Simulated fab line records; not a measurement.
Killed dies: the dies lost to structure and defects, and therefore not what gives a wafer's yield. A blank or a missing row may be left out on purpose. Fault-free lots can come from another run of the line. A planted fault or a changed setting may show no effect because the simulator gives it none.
Chamber matching || flow n5 finfet || N5_BEOL_M0_CO_CAP_123 on cvd co-02 has 3 sister chambers
The step material Co, precursor CCTBA/H2, target thk 2 nm, time 102.1 s. 3 wafers are shown with their chamber, then 7 later ones without.

EACH WAFER AND ITS CHAMBER
{"wafer": "L089.1", "chamber": 1, "heater power w (W)": 244}
{"wafer": "L090.2", "chamber": 0, "heater power w (W)": 292}
{"wafer": "L090.4", "chamber": 2, "heater power w (W)": 242}

WAFERS WHOSE CHAMBER IS MISSING
{"wafer": "L090.6", "heater power w (W)": 298}
{"wafer": "L091.2", "heater power w (W)": 246}
{"wafer": "L091.4", "heater power w (W)": 240}
{"wafer": "L091.6", "heater power w (W)": 289}
{"wafer": "L093.1", "heater power w (W)": 245}
{"wafer": "L093.2", "heater power w (W)": 289}
{"wafer": "L093.5", "heater power w (W)": 247}

WHICH CHAMBER EACH WENT THROUGH
{"wafer": "L090.6", "from the rows above": 0, "in truth": 0}
{"wafer": "L091.2", "from the rows above": "can't be placed: 1 or 2", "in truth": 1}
{"wafer": "L091.4", "from the rows above": "can't be placed: 2 or 1", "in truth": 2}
{"wafer": "L091.6", "from the rows above": 0, "in truth": 0}
{"wafer": "L093.1", "from the rows above": "can't be placed: 1 or 2", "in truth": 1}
{"wafer": "L093.2", "from the rows above": 0, "in truth": 0}
{"wafer": "L093.5", "from the rows above": "can't be placed: 1 or 2", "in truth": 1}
3 of 7 placed correctly. Cannot be placed on the basis of these rows: 4; the candidates contain the true chamber in 4. Placed wrongly: 0.
How it was worked out, from the rows above alone: a wafer's distance from a chamber is the root of the sum, over the readings, of the square of ((its reading less the chamber's mean) divided by the reading's scatter). If the next closest chamber is less than 2 further off than the closest, the wafer can't be placed; otherwise it belongs to the closest. Each chamber's mean is taken over the wafers shown for it. The scatter (one wafer shown for each chamber): square how far every hidden wafer sits from the nearest shown wafer, average those squares and take the square root.
